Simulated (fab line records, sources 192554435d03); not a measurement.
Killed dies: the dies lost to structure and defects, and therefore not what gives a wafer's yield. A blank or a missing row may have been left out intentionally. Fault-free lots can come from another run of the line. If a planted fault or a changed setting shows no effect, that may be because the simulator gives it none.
Matching of chambers || flow n5Finfet || pecvd-02 running N5_BEOL_M3_PECVD_72: 3 sister chambers
The step deposits SiO2 from TEOS/O2, target thk 16 nm, time 18 s. 3 wafers are shown with their chamber, then 12 later ones without.

## EACH WAFER AND ITS CHAMBER
{"wafer": "L092.2", "chamber": 2, "throttleValvePct (%)": 21.6}
{"wafer": "L092.3", "chamber": 0, "throttleValvePct (%)": 23.7}
{"wafer": "L092.5", "chamber": 1, "throttleValvePct (%)": 24.0}

## WAFERS WITH NO CHAMBER GIVEN
{"wafer": "L093.2", "throttleValvePct (%)": 23.7}
{"wafer": "L093.4", "throttleValvePct (%)": 21.8}
{"wafer": "L093.6", "throttleValvePct (%)": 24.0}
{"wafer": "L096.1", "throttleValvePct (%)": 24.3}
{"wafer": "L096.3", "throttleValvePct (%)": 21.9}
{"wafer": "L096.4", "throttleValvePct (%)": 21.9}
{"wafer": "L097.1", "throttleValvePct (%)": 21.8}
{"wafer": "L097.2", "throttleValvePct (%)": 24.1}
{"wafer": "L097.3", "throttleValvePct (%)": 23.8}
{"wafer": "L097.4", "throttleValvePct (%)": 24.2}
{"wafer": "L097.5", "throttleValvePct (%)": 21.6}
{"wafer": "L097.6", "throttleValvePct (%)": 23.6}

## CHAMBER TAKEN BY EACH
{"wafer": "L093.2", "from the rows above": "can't be placed: 0 or 1", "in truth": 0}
{"wafer": "L093.4", "from the rows above": 2, "in truth": 2}
{"wafer": "L093.6", "from the rows above": "can't be placed: 1 or 0", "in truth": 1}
{"wafer": "L096.1", "from the rows above": "can't be placed: 1 or 0", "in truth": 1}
{"wafer": "L096.3", "from the rows above": 2, "in truth": 2}
{"wafer": "L096.4", "from the rows above": 2, "in truth": 2}
{"wafer": "L097.1", "from the rows above": 2, "in truth": 2}
{"wafer": "L097.2", "from the rows above": "can't be placed: 1 or 0", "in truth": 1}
{"wafer": "L097.3", "from the rows above": "can't be placed: 0 or 1", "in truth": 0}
{"wafer": "L097.4", "from the rows above": "can't be placed: 1 or 0", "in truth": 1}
{"wafer": "L097.5", "from the rows above": 2, "in truth": 2}
{"wafer": "L097.6", "from the rows above": "can't be placed: 0 or 1", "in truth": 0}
5 of 12 placed correctly. These rows do not allow placing 7 (true chamber among the candidates in 7). Placed wrongly: 0.
How it was worked out, from the rows above alone: a wafer's distance from a chamber is the root of the sum, over the readings, of the square of ((its reading less the chamber's mean) divided by the reading's scatter). The wafer belongs to the nearest chamber; if the next one is less than 2 further off, it can't be placed. The mean given for a chamber averages the wafers shown for that chamber. The scatter: with one shown wafer a chamber, the root of the mean of the squares of how far each hidden wafer lies from its nearest shown one.
